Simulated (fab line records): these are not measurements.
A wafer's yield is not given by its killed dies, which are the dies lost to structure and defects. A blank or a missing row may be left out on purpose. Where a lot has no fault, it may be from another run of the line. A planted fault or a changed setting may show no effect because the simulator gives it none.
One fault seen from 2 desks :: flow nand harc :: numbers are kept per desk, each desk with only its own; the story behind them comes last

== THE DEFECT DESK ==
Per lot, the means of the sampled wafers with a number show what the inspections along the route counted. A lot is out of limits, marked OUT, if its mean lies more than 4 standard deviations from the usual mean; the brackets give that distance.
Columns: A = raw defect count at NHARC_P_M0_INSPECT_27, usual 285
lot: L278
first seen here: day 6 01:22
A: 187

lot: L277
first seen here: day 6 01:56
A: 317

lot: L281
first seen here: day 6 23:05
A: 248

lot: L282
first seen here: day 7 05:13
A: 190

lot: L283
first seen here: day 7 10:56
A: 260

lot: L285
first seen here: day 7 22:58
A: 238

lot: L287
first seen here: day 8 20:42
A: 247

lot: L291
first seen here: day 9 08:58
A: 375

lot: L293
first seen here: day 10 03:53
A: 233

lot: L294
first seen here: day 10 07:27
A: 611

lot: L295
first seen here: day 10 09:58
A: 182

lot: L299
first seen here: day 11 12:14
A: 514
This desk's finding: nothing out of limits on any of the 12 lots.

== AT THE TOOL OWNER'S DESK: litho track-01 ==
The tool's own readings at NHARC_P_M1_SOFTBAKE_04 (time 55 s): means of the sampled wafers that have a number, for each lot that ran on this tool. A lot is out of limits, marked OUT, if its mean lies more than 4 standard deviations from the usual mean; the brackets give that distance.
Columns: A = chill plate temp C at NHARC_P_M1_SOFTBAKE_04, usual 23.00 C; B = heater power total W at NHARC_P_M1_SOFTBAKE_04, usual 188.47 W
lot: L278
first seen here: day 6 03:00
A: 22.95
B: 188.40

lot: L281
first seen here: day 7 00:00
A: 23.01
B: 188.44

lot: L282
first seen here: day 7 06:00
A: 22.97
B: 188.53

lot: L283
first seen here: day 7 12:00
A: 23.03
B: 188.43

lot: L287
first seen here: day 8 21:00
A: 23.03
B: 188.62

lot: L291
first seen here: day 9 09:00
A: 22.93
B: 173.54 (-99 or more) OUT

lot: L293
first seen here: day 10 04:00
A: 22.99
B: 173.62 (-99 or more) OUT
This desk finds L291, L293 out of limits, L291 being first, at day 9 09:00 (heater power total W at NHARC_P_M1_SOFTBAKE_04). L278, L281, L282, L283, L287: within limits.

== ALL TOGETHER ==
The tool owner's desk could have raised an alarm at day 9 09:00, on L291, L293.
The defect desk saw nothing out of limits.
The defect desk has L291, L293 on record, within its limits.
NHARC_P_M1_SOFTBAKE_04 was run on litho track-01 by each of the lots named.

== WHAT THE SIMULATOR HAD PUT IN ==
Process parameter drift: litho track-01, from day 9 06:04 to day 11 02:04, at NHARC_P_M1_SOFTBAKE_04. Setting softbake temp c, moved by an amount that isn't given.
Lots struck among those shown: L291, L293.
Time in hours from fault onset to the first out-of-limits reading at each desk: the tool owner's desk, 3.
